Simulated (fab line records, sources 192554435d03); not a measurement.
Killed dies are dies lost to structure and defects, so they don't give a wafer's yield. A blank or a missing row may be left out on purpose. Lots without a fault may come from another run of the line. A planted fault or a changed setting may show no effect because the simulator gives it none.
Chamber matching | flow n5_finfet | N5_SD_EPI_N_ETCH_35 on rie_diel-05: 4 sister chambers
The step etches SOC in N2/H2, overetch 108 nm, time 486 s. 8 wafers are shown with their chamber, then 12 later ones without.

WAFERS WITH THEIR CHAMBER
wafer  | chamber | throttle_valve_pct (%) | showerhead_plenum_p_Torr (Torr)
L082.1 | 2       | 23.53                  | 2.65
L082.3 | 0       | 23.66                  | 2.55
L083.3 | 0       | 23.66                  | 2.55
L084.4 | 3       | 23.57                  | 2.67
L084.6 | 3       | 23.58                  | 2.67
L088.1 | 1       | 24.14                  | 2.57
L088.3 | 2       | 23.54                  | 2.64
L088.5 | 1       | 24.14                  | 2.57

WAFERS WITHOUT THEIR CHAMBER
wafer  | throttle_valve_pct (%) | showerhead_plenum_p_Torr (Torr)
L089.1 | 24.14                  | 2.57
L089.5 | 24.14                  | 2.57
L089.6 | 23.69                  | 2.55
L091.1 | 24.16                  | 2.57
L091.2 | 23.58                  | 2.66
L091.6 | 24.14                  | 2.57
L092.1 | 24.15                  | 2.57
L092.3 | 23.56                  | 2.64
L092.4 | 23.72                  | 2.54
L097.1 | 23.61                  | 2.66
L097.3 | 24.16                  | 2.56
L097.5 | 23.58                  | 2.64

WHICH CHAMBER EACH WENT THROUGH
wafer  | from the rows above     | in truth
L089.1 | 1                       | 1
L089.5 | 1                       | 1
L089.6 | 0                       | 0
L091.1 | 1                       | 1
L091.2 | 3                       | 3
L091.6 | 1                       | 1
L092.1 | 1                       | 1
L092.3 | 2                       | 2
L092.4 | 0                       | 0
L097.1 | 3                       | 3
L097.3 | 1                       | 1
L097.5 | can't be placed: 3 or 2 | 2
Placed correctly: 11 of 12. Can't be placed from these rows: 1 (the true chamber is among the candidates in 1). Placed wrongly: 0.
How it was worked out, from the rows above alone: a wafer's distance from a chamber is the root of the sum, over the readings, of the square of ((its reading less the chamber's mean) divided by the reading's scatter). The wafer belongs to the nearest chamber; if the next one is less than 2 further off, it can't be placed. A chamber's mean is the mean of its shown wafers. The scatter: the root of (the sum of the squares of (reading less its chamber's mean) over the shown wafers, divided by (wafers less chambers)).
